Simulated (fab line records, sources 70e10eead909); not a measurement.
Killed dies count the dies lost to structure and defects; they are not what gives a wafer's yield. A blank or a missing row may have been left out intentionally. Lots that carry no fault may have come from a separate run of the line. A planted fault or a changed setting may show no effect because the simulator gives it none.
Matching of chambers -- flow nand_harc -- NHARC_THIN_TSV_ETCHBACK_48 on rie_diel-13 has 4 sister chambers
The step etches the open film in C4F8/Ar, target depth 1028.5 nm, time 405.17 s. 16 wafers are shown with their chamber, then 8 later ones without.

## EACH WAFER AND ITS CHAMBER
wafer,chamber,rf_vpp_V (V),oes_product_au (a.u.)
L324.2,0,552,0.98
L324.3,3,545,1.00
L324.5,3,546,1.00
L326.2,3,546,1.01
L326.4,0,553,1.00
L326.5,2,542,1.00
L338.1,2,545,0.93
L338.4,3,545,0.92
L338.5,0,551,0.93
L339.1,3,544,0.92
L339.2,1,541,0.93
L339.5,3,546,0.92
L342.1,1,541,0.97
L342.2,2,542,0.97
L342.3,0,551,0.99
L341.2,1,543,0.93

SIGNATURES, as means of the wafers listed above
reading,chamber 0,chamber 1,chamber 2,chamber 3,scatter within a chamber
rf_vpp_V,551.75,541.67,543.00,545.33,1.11
oes_product_au,0.9750,0.9433,0.9667,0.9617,0.0375
Rule: a wafer lies at a distance from a chamber equal to the root of the sum of squares, over the readings, of (its reading less the chamber's mean, divided by the reading's scatter). The wafer belongs to the nearest chamber; if the next one is less than 2 further off, it can't be placed. The scatter: the root of (the sum of the squares of (reading less its chamber's mean) over the shown wafers, divided by (wafers less chambers)).

## WAFERS WITH NO CHAMBER GIVEN
wafer,rf_vpp_V (V),oes_product_au (a.u.)
L341.5,543,0.92
L341.6,544,0.93
L344.1,546,0.93
L344.4,544,0.92
L344.5,543,0.93
L345.1,541,0.92
L345.4,544,0.93
L345.5,545,0.93

## WHICH CHAMBER EACH ONE RAN IN
wafer,from the rows above,in truth
L341.5,can't be placed: 2 or 1 or 3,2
L341.6,can't be placed: 2 or 3 or 1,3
L344.1,can't be placed: 3 or 2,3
L344.4,can't be placed: 2 or 3 or 1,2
L344.5,can't be placed: 2 or 1 or 3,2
L345.1,can't be placed: 1 or 2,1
L345.4,can't be placed: 2 or 3 or 1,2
L345.5,can't be placed: 3 or 2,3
Correct placement for 0 of the 8. These rows do not allow placing 8 (true chamber among the candidates in 8). Wrongly placed: 0.
